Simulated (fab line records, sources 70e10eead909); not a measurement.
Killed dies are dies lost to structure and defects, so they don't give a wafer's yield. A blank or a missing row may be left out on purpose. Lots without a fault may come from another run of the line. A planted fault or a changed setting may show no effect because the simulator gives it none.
Problem report in the 8D (eight disciplines) form, filled by code | flow nand_harc | the parts of the form that need people (team, actions taken, sign-off) are left out

1. THE PROBLEM
thk_nm at NHARC_A_ONON_D2_THK_MEAS_27 reads a mean of 1246 nm on 4 wafers of 2 lots; wafers without a fault read 1000 nm with a standard deviation of 11. That is +22 standard deviations from the usual mean.
The step: measures by ellipsometry.
First seen on wafer L777.3, day 16 10:54, on film_metro-02. The record holds 42 wafers of 14 lots with a number at this step. Rule for "out", or "out of limits": more than 4 standard deviations from the usual mean. The other wafers with a number count as sound.

2. WHAT IT IS AND WHAT IT IS NOT
question                    | is                             | is not
which readings at this step | thk_nm                         | -
which lots                  | L777, L778                     | L768, L769, L770, L771, L772, L773, L774, L776, L787, L788, L790, L791
which wafers of those lots  | L777.3, L777.4, L778.1, L778.3 | L777.2, L778.5
read on which gauges        | film_metro-02                  | film_metro-01
when                        | from day 16 10:54              | up to then (25 sound wafers); but 13 sound wafers of L778, L787, L788, L790, L791 came after

3. SUSPECTS, AND WHAT RULES EACH OUT
Counting: a tool at a process step up to the reading stays a suspect if it ran every lot that is out. Sound lots after the first of them don't rule it out here, since some wafers of a struck lot are sound.
- the gauge at NHARC_A_ONON_D2_THK_MEAS_27: ruled out. All the wafers that are out were read on film_metro-02, but those of them that NHARC_END_SORT_01 has rows for are out there too, on other tools.
- cmp-04 at NHARC_A_CHANNEL_FILL_D1_CMP_10 (polishes, target thk 150 nm): kept. It ran every lot that is out, first L777 (day 14 11:57); its last sound lot up to then is L772 (day 12 13:13).
- pecvd_onon-04 at NHARC_A_ONON_D2_DEP_25 (target thk 1000 nm): kept. It ran every lot that is out, first L777 (day 16 10:27); its last sound lot up to then is L776 (day 15 21:20).
Left after counting: cmp-04 at NHARC_A_CHANNEL_FILL_D1_CMP_10, pecvd_onon-04 at NHARC_A_ONON_D2_DEP_25.

4. THE CAUSE (what the simulator had put in)
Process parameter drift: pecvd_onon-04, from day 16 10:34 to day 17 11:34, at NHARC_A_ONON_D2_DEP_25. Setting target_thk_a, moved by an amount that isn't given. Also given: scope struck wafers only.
Counting left 2 suspects, and this tool is among them.

5. THE CHAIN OF EFFECTS, in route order
Each row: a reading whose mean over the struck wafers that have a number lies more than 3 standard deviations from the usual. Only readings for which the record gives a usual standard deviation are gone through. hours: the time from each lot's start at the first step in this table that gives one to its start at this step, as a median over the lots. sigmas: the change in usual standard deviations.
hours | step                        | reading         | usual   | on struck wafers | change | sigmas
0     | NHARC_A_ONON_D2_THK_MEAS_27 | thk_nm          | 1000 nm | 1246             | +246   | +22
285   | NHARC_END_SORT_01           | killed_at_array | 44      | 672              | +628   | +39
285   | NHARC_END_SORT_01           | killed_dies     | 48      | 677              | +629   | +39

6. WHAT WOULD HAVE CAUGHT IT SOONER
In this record the first reading out of limits at a measuring or inspecting step was taken at day 16 10:54, 0 hours after the fault began at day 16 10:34.
All the lots that are out (2) had begun NHARC_A_ONON_D2_DEP_25 on pecvd_onon-04 by day 16 10:54. A hold on the tool at that time would have spared none of them.
